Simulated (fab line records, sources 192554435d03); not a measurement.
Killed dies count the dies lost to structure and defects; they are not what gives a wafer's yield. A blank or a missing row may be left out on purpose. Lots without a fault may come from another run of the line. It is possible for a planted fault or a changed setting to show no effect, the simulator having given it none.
Chamber matching ; flow n5_finfet ; N5_WELL_APT_DESCUM_13 on rie_diel-03: 4 sister chambers
The step chemistry O2, time 7.9 s. 4 wafers are shown with their chamber, then 8 later ones without.

## EACH WAFER AND ITS CHAMBER
wafer;chamber;showerhead_plenum_p_Torr (Torr)
L087.3;2;2.10
L088.1;0;2.02
L088.2;1;2.08
L094.1;3;2.00

## WAFERS WHOSE CHAMBER IS MISSING
wafer;showerhead_plenum_p_Torr (Torr)
L094.3;2.09
L094.4;2.08
L096.2;2.07
L096.4;2.09
L096.6;2.01
L097.3;2.01
L097.5;2.07
L097.6;2.01

## EACH ONE'S CHAMBER
wafer;from the rows above;in truth
L094.3;can't be placed: 1 or 2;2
L094.4;1;1
L096.2;1;1
L096.4;can't be placed: 1 or 2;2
L096.6;can't be placed: 3 or 0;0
L097.3;can't be placed: 3 or 0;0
L097.5;1;1
L097.6;can't be placed: 3 or 0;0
Correct placement for 3 of the 8. From these rows, 5 cannot be placed; in 5 the true chamber is one of the candidates. 0 placed wrongly.
How it was worked out, from the rows above alone: a wafer's distance from a chamber is the root of the sum, over the readings, of the square of ((its reading less the chamber's mean) divided by the reading's scatter). If the next closest chamber is less than 2 further off than the closest, the wafer can't be placed; otherwise it belongs to the closest. Each chamber's mean is taken over the wafers shown for it. The scatter (one wafer shown for each chamber): square how far every hidden wafer sits from the nearest shown wafer, average those squares and take the square root.
